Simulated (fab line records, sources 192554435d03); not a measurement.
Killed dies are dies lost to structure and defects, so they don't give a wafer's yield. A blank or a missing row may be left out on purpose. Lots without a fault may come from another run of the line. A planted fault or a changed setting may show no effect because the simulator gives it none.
A struck lot beside a sound one | flow n5_finfet | 37 steps out of a route of 1938
Sound: wafers L236.1, L236.4, L236.5. Struck: wafers L235.2, L235.3. The cause comes at the end.
At each step with rows: each side's tool, then ch and its chambers, then its first start. Under that, the readings that differ: sound wafers | struck wafers | difference of the means | sigmas: that difference in standard deviations of wafers without a fault.
alike: readings whose means differ by less than 2 such deviations, and words and numbers that are the same on both sides. not compared: withheld readings, readings that some wafer has no value for, bounds like >300 that may hide the same value, and numbers for which the record gives no deviation and whose values overlap.
The two part at a step that has a row with sigmas, a row that says differs or no value, or rows on one side only. Numbers that don't overlap but have no deviation are shown without sigmas and don't part them. A reading that every wafer of one side lacks parts them only if that side has two wafers or more.

first, 9 steps without rows for these wafers: N5_BEOL_M11_ALD_74 (deposits TaN, target thk 2 nm, pulse time 2 s, purge time 3 s); N5_BEOL_M11_SURFACE_TREAT_76; N5_BEOL_M11_CVD_75 (deposits Co from CCTBA/H2, target thk 2 nm, time 138.9 s); N5_BEOL_M11_SPUTTER_48 (material Cu, target thk 12 nm, time 2 s); N5_BEOL_M11_ECD_50 (material Cu, target thk 318 nm); N5_BEOL_M11_ANNEAL_51 (time 90 s); N5_BEOL_M11_CMP_52 (polishes, stops on SiCOH lowk, t overpolish 7 s, target thk 140 nm); N5_BEOL_M11_PRE_CLEAN_55 (time 15 s); N5_BEOL_M11_DEP_56 (deposits SiCN from 3MS/NH3, target thk 30 nm, time 10.5 s).
N5_BEOL_M12_ILD_DEP_00: deposits SiOC from DEMS/O2, target thk 658.92 nm, time 130.7 s.
  sound on pecvd-02 ch 0,1, day 16 16:37; struck on pecvd-03 ch 0,2, day 16 03:11
  reading                                       | sound             | struck      | difference | sigmas
  run_length_s (s)                              | 174.7 176.6 174.6 | 244.6 244.1 | +69.1      | +99 or more
  showerhead_plenum_p_Torr (Torr)               | 5.673 5.665 5.673 | 5.700 5.713 | +0.036     | +3
  throttle_valve_pct (%)                        | 12.2 13.6 12.4    | 10.9 11.6   | -1.5       | -2
  model.SiOC_of_BEOL_M12_ILD_DEP_00.thk_nm (nm) | 648.6 666.8 652.2 | 994.8 1000  | +341.5     |
  alike: heater_power_w
N5_BEOL_M12_THK_MEAS_01:
  sound on film_metro-02, day 16 16:45; struck on film_metro-02, day 16 03:19
  reading          | sound       | struck   | difference | sigmas
  M12_ILD_THK (nm) | 648 667 652 | 995 1000 | +342       | +42
then, 10 steps without rows for these wafers: N5_BEOL_M12_COAT_58 (time 60 s, resist thk 89 nm); N5_BEOL_M12_COAT_04 (resist thk 400 nm); N5_BEOL_M12_EBR_06; N5_BEOL_M12_SOFTBAKE_05 (time 60 s); N5_BEOL_M12_EXPOSE_07 (exposes mask V11); N5_BEOL_M12_PEB_08 (peb time 90 s); N5_BEOL_M12_DEVELOP_09 (develop time 45 s); N5_BEOL_M12_HARDBAKE_14 (time 120 s); N5_BEOL_M12_DESCUM_15 (chemistry O2, time 7.9 s); N5_BEOL_M12_ETCH_59 (etches BARC in N2/H2, target depth 89 nm, overetch 26.7 nm, time 67.9 s).
N5_BEOL_M12_VIA_ETCH_16: etches SiOC in C4F8/O2/Ar, target depth 724.8 nm.
  sound on rie_diel-04 ch 0,1,3, day 16 17:33; struck on rie_diel-04 ch 0,3, day 16 03:48
  reading                                    | sound             | struck     | difference | sigmas
  model.etch.depth_nm (nm)                   | 648.6 666.8 652.3 | 994.9 1000 | +341.6     |
  model.coat_of_BEOL_M12_COAT_04.thk_nm (nm) | 127.8 121.2 124.2 | 27.6 23.8  | -98.7      |
  alike: drypump_motor_current_A, oes_product_au, rf_vpp_V, showerhead_plenum_p_Torr, throttle_valve_pct
N5_BEOL_M12_STRIP_63: strips in N2/H2.
  sound on plasma_asher-01 ch 1, day 16 17:46; struck on plasma_asher-01 ch 0, day 16 04:01
  reading                      | sound             | struck      | difference | sigmas
  drypump_motor_current_A (A)  | 6.0 6.0 6.0       | 4.9 4.9     | -1.1       | -2
  oes_product_au (a.u.)        | 0.689 0.690 0.692 | 0.631 0.613 | -0.068     | -16
  strip_time_to_endpoint_s (s) | 43.8 42.0 42.8    | 14.3 12.9   | -29.3      | -38
  alike: heater_power_w, n2_flow_sccm
  not compared: rf_hours_counter_h
then, 12 steps without rows for these wafers: N5_BEOL_M12_STRIP_64 (strips in N2/H2); N5_BEOL_M12_STRIP_71 (strips in post etch residue remover, time 60 s); N5_BEOL_M12_SRD_72 (time 30 s, dry time 30 s); N5_BEOL_M12_COAT_65 (time 60 s, resist thk 300 nm); N5_BEOL_M12_COAT_66 (time 60 s, resist thk 110 nm); N5_BEOL_M12_COAT_22 (resist thk 300 nm); N5_BEOL_M12_EBR_24; N5_BEOL_M12_SOFTBAKE_23 (time 60 s); N5_BEOL_M12_EXPOSE_25 (exposes mask M12); N5_BEOL_M12_PEB_26 (peb time 90 s); N5_BEOL_M12_DEVELOP_27 (develop time 45 s); N5_BEOL_M12_HARDBAKE_32 (time 120 s).
N5_BEOL_M12_CMP_49: polishes, stops on SiOC, t overpolish 20.6 s, target thk 320 nm.
  sound on cmp-02 ch 0,1,3, day 17 04:28; struck on cmp-03 ch 2,3, day 16 08:34
  reading                                       | sound             | struck    | difference | sigmas
  model.SiOC_of_BEOL_M12_ILD_DEP_00.thk_nm (nm) | 589.8 607.4 593.8 | 935 941.6 | +341       |
  alike: motor_current_A, slurry_flow_ml_min
then, 1 step without rows for these wafers: N5_PASSIVATION_PROBE_49.

WHERE THEY PART
First at N5_BEOL_M12_ILD_DEP_00; last, within this record, at N5_BEOL_M12_STRIP_63. Later steps at which nothing parts them and some readings are alike: N5_BEOL_M12_CMP_49.

WHY: what the simulator had put in
Process parameter drift: pecvd-03, from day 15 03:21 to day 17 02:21, at N5_BEOL_M12_ILD_DEP_00. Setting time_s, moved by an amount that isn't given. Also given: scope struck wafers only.
